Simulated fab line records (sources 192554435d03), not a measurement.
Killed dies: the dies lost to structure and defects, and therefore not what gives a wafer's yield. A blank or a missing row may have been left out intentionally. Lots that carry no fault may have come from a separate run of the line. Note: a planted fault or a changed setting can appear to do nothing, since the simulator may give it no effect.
Chamber matching || flow n5 finfet || pecvd-02 running N5_BEOL_M4_DEP_57: 3 sister chambers
The step deposits SiCN from 3MS/NH3, target thk 8 nm, time 14 s. 24 wafers are shown with their chamber, then 12 later ones without.

== WAFERS PAIRED WITH THEIR CHAMBERS ==
{"wafer": "L076.1", "chamber": 0, "showerhead plenum p Torr (Torr)": 3.659, "throttle valve pct (%)": 9.5}
{"wafer": "L076.2", "chamber": 1, "showerhead plenum p Torr (Torr)": 3.655, "throttle valve pct (%)": 9.8}
{"wafer": "L076.4", "chamber": 2, "showerhead plenum p Torr (Torr)": 3.651, "throttle valve pct (%)": 9.3}
{"wafer": "L079.1", "chamber": 2, "showerhead plenum p Torr (Torr)": 3.661, "throttle valve pct (%)": 9.7}
{"wafer": "L079.2", "chamber": 0, "showerhead plenum p Torr (Torr)": 3.651, "throttle valve pct (%)": 9.6}
{"wafer": "L079.3", "chamber": 1, "showerhead plenum p Torr (Torr)": 3.675, "throttle valve pct (%)": 9.8}
{"wafer": "L081.1", "chamber": 0, "showerhead plenum p Torr (Torr)": 3.651, "throttle valve pct (%)": 9.5}
{"wafer": "L081.2", "chamber": 1, "showerhead plenum p Torr (Torr)": 3.675, "throttle valve pct (%)": 9.5}
{"wafer": "L081.6", "chamber": 0, "showerhead plenum p Torr (Torr)": 3.652, "throttle valve pct (%)": 9.5}
{"wafer": "L082.2", "chamber": 0, "showerhead plenum p Torr (Torr)": 3.652, "throttle valve pct (%)": 9.6}
{"wafer": "L082.5", "chamber": 0, "showerhead plenum p Torr (Torr)": 3.657, "throttle valve pct (%)": 9.4}
{"wafer": "L082.6", "chamber": 1, "showerhead plenum p Torr (Torr)": 3.669, "throttle valve pct (%)": 9.5}
{"wafer": "L083.1", "chamber": 0, "showerhead plenum p Torr (Torr)": 3.650, "throttle valve pct (%)": 9.2}
{"wafer": "L083.3", "chamber": 1, "showerhead plenum p Torr (Torr)": 3.673, "throttle valve pct (%)": 9.9}
{"wafer": "L083.5", "chamber": 1, "showerhead plenum p Torr (Torr)": 3.669, "throttle valve pct (%)": 9.7}
{"wafer": "L087.3", "chamber": 0, "showerhead plenum p Torr (Torr)": 3.655, "throttle valve pct (%)": 9.8}
{"wafer": "L087.5", "chamber": 2, "showerhead plenum p Torr (Torr)": 3.656, "throttle valve pct (%)": 8.2}
{"wafer": "L087.6", "chamber": 0, "showerhead plenum p Torr (Torr)": 3.640, "throttle valve pct (%)": 9.5}
{"wafer": "L089.1", "chamber": 1, "showerhead plenum p Torr (Torr)": 3.669, "throttle valve pct (%)": 9.9}
{"wafer": "L089.3", "chamber": 1, "showerhead plenum p Torr (Torr)": 3.677, "throttle valve pct (%)": 9.6}
{"wafer": "L089.6", "chamber": 1, "showerhead plenum p Torr (Torr)": 3.673, "throttle valve pct (%)": 9.9}
{"wafer": "L092.1", "chamber": 1, "showerhead plenum p Torr (Torr)": 3.673, "throttle valve pct (%)": 9.6}
{"wafer": "L092.2", "chamber": 2, "showerhead plenum p Torr (Torr)": 3.652, "throttle valve pct (%)": 8.0}
{"wafer": "L092.3", "chamber": 1, "showerhead plenum p Torr (Torr)": 3.659, "throttle valve pct (%)": 9.7}

SIGNATURES, as means of the wafers listed above
{"reading": "showerhead plenum p Torr", "chamber 0": 3.65189, "chamber 1": 3.66973, "chamber 2": 3.65500, "scatter within a chamber": 0.00605}
{"reading": "throttle valve pct", "chamber 0": 9.511, "chamber 1": 9.718, "chamber 2": 8.800, "scatter within a chamber": 0.345}
Rule: for a wafer and a chamber, the distance is found by dividing, reading by reading, the gap between the wafer's reading and the chamber's mean by the reading's scatter, squaring, summing and taking the root. The wafer belongs to the nearest chamber; if the next one is less than 2 further off, it can't be placed. The scatter: the root of (the sum of the squares of (reading less its chamber's mean) over the shown wafers, divided by (wafers less chambers)).

== WAFERS MISSING THEIR CHAMBER ==
{"wafer": "L093.1", "showerhead plenum p Torr (Torr)": 3.677, "throttle valve pct (%)": 9.7}
{"wafer": "L093.2", "showerhead plenum p Torr (Torr)": 3.659, "throttle valve pct (%)": 8.2}
{"wafer": "L093.4", "showerhead plenum p Torr (Torr)": 3.654, "throttle valve pct (%)": 8.1}
{"wafer": "L096.2", "showerhead plenum p Torr (Torr)": 3.658, "throttle valve pct (%)": 9.7}
{"wafer": "L096.4", "showerhead plenum p Torr (Torr)": 3.666, "throttle valve pct (%)": 9.7}
{"wafer": "L096.6", "showerhead plenum p Torr (Torr)": 3.666, "throttle valve pct (%)": 9.5}
{"wafer": "L095.1", "showerhead plenum p Torr (Torr)": 3.650, "throttle valve pct (%)": 8.1}
{"wafer": "L095.2", "showerhead plenum p Torr (Torr)": 3.669, "throttle valve pct (%)": 9.5}
{"wafer": "L095.3", "showerhead plenum p Torr (Torr)": 3.652, "throttle valve pct (%)": 9.7}
{"wafer": "L095.4", "showerhead plenum p Torr (Torr)": 3.645, "throttle valve pct (%)": 8.0}
{"wafer": "L095.5", "showerhead plenum p Torr (Torr)": 3.656, "throttle valve pct (%)": 9.5}
{"wafer": "L095.6", "showerhead plenum p Torr (Torr)": 3.669, "throttle valve pct (%)": 9.8}

== THE CHAMBER EACH PASSED THROUGH ==
{"wafer": "L093.1", "from the rows above": 1, "in truth": 1}
{"wafer": "L093.2", "from the rows above": 2, "in truth": 2}
{"wafer": "L093.4", "from the rows above": 2, "in truth": 2}
{"wafer": "L096.2", "from the rows above": "can't be placed: 0 or 1 or 2", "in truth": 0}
{"wafer": "L096.4", "from the rows above": "can't be placed: 1 or 0", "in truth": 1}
{"wafer": "L096.6", "from the rows above": "can't be placed: 1 or 0 or 2", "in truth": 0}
{"wafer": "L095.1", "from the rows above": "can't be placed: 2 or 0", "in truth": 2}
{"wafer": "L095.2", "from the rows above": 1, "in truth": 1}
{"wafer": "L095.3", "from the rows above": 0, "in truth": 0}
{"wafer": "L095.4", "from the rows above": "can't be placed: 2 or 0", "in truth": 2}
{"wafer": "L095.5", "from the rows above": "can't be placed: 0 or 2 or 1", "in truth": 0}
{"wafer": "L095.6", "from the rows above": 1, "in truth": 1}
Correctly placed: 6 of 12. Not placeable from these rows: 6 (in 6, the candidates include the true chamber). 0 placed wrongly.
